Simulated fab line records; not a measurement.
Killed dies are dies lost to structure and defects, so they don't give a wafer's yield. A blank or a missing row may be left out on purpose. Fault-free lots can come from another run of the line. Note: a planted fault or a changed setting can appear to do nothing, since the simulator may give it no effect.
8D (eight disciplines) problem report, filled in by code -- flow n5Finfet -- the parts of the form that need people (team, actions taken, sign-off) are left out

## 1. THE PROBLEM
rfFwdPowerW at N5_ZERO_LAYER_ETCH_18 reads a mean of 603.5 W on 3 wafers of 2 lots; wafers without a fault read 795.5 W with a standard deviation of 2.6. That is -74 standard deviations from the usual mean.
The step: etches Si in HBr/Cl2, target depth 120 nm, time 40 s.
First observed at day 7 00:56: wafer L263.2, on rieSi-04. Wafers with a number at this step in the record: 29, from 10 lots. The rule behind "out" and "out of limits": a value lying over 4 standard deviations away from the usual mean. The rest of the wafers with a number are treated as sound.

## 2. WHAT IT IS AND WHAT IT IS NOT
question,is,is not
which readings at this step,rfFwdPowerW,"drypumpMotorCurrentA, oesProductAu, throttleValvePct"
which lots,"L263, L264","L242, L246, L248, L249, L252, L256, L257, L260"
which wafers of those lots,"L263.2, L264.3, L264.6","L263.1, L263.4, L264.4"
read on which tools,rieSi-04,"rieSi-03, rieSi-05"
when,from day 7 00:56,up to then (25 sound wafers); but 1 sound wafer of L264 came after

## 3. SUSPECTS, AND WHAT RULES EACH OUT
Counting: any tool at a process step up to the reading remains a suspect provided it ran every lot that is out. Sound lots after the first of them don't rule it out here, since some wafers of a struck lot are sound.
- rieDiel-02 at N5_ZERO_LAYER_ETCH_17 (etches SiO2 in CF4, target depth 12 nm, time 13.3 s): kept. It ran every lot that is out, first L263 (day 7 00:52); its last sound lot up to then is L257 (day 5 12:43).
- rieSi-04 at N5_ZERO_LAYER_ETCH_18 (etches Si in HBr/Cl2, target depth 120 nm, time 40 s): kept. It ran every lot that is out, first L263 (day 7 00:56); its last sound lot up to then is L257 (day 5 12:47). Its own readings are out on those wafers: rfFwdPowerW.
- rieSi-04, N5_ZERO_LAYER_ETCH_18: wafers that are out in chamber 1, sound lot-mates in chambers 0, 2.
The count leaves rieSi-04 at N5_ZERO_LAYER_ETCH_18 and rieDiel-02 at N5_ZERO_LAYER_ETCH_17.

## 4. THE CAUSE (what the simulator had put in)
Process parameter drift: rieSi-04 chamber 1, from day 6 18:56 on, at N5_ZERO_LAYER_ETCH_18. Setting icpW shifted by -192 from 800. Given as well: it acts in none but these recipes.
Counting leaves 2 suspects; this tool is one of them.

## 5. THE CHAIN OF EFFECTS, in route order
Rows list readings where the struck wafers' mean (over those with a number) sits beyond 3 standard deviations from the usual. Only readings whose record carries a usual standard deviation are examined. hours: median over the lots of the time between each lot's start at the first step of this table that gives one and its start at this step. sigmas: the change, counted in usual standard deviations.
hours,step,reading,usual,on struck wafers,change,sigmas
0,N5_ZERO_LAYER_ETCH_18,rfFwdPowerW,795.5 W,603.5,-192.0,-74
The process steps in it:
- N5_ZERO_LAYER_ETCH_18: etches Si in HBr/Cl2, target depth 120 nm, time 40 s.
Later measuring or inspecting steps at which every struck wafer that the step has a row for has a number for every such reading, and none has moved that far: N5_WELL_APT_OVL_MEAS_09, N5_WELL_APT_CD_MEAS_25, N5_BEOL_M4_RC_MEAS_101.

## 6. WHAT WOULD HAVE CAUGHT IT SOONER
6 hours passed between the start of the fault at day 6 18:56 and the first reading out of limits in this record, taken at day 7 00:56.
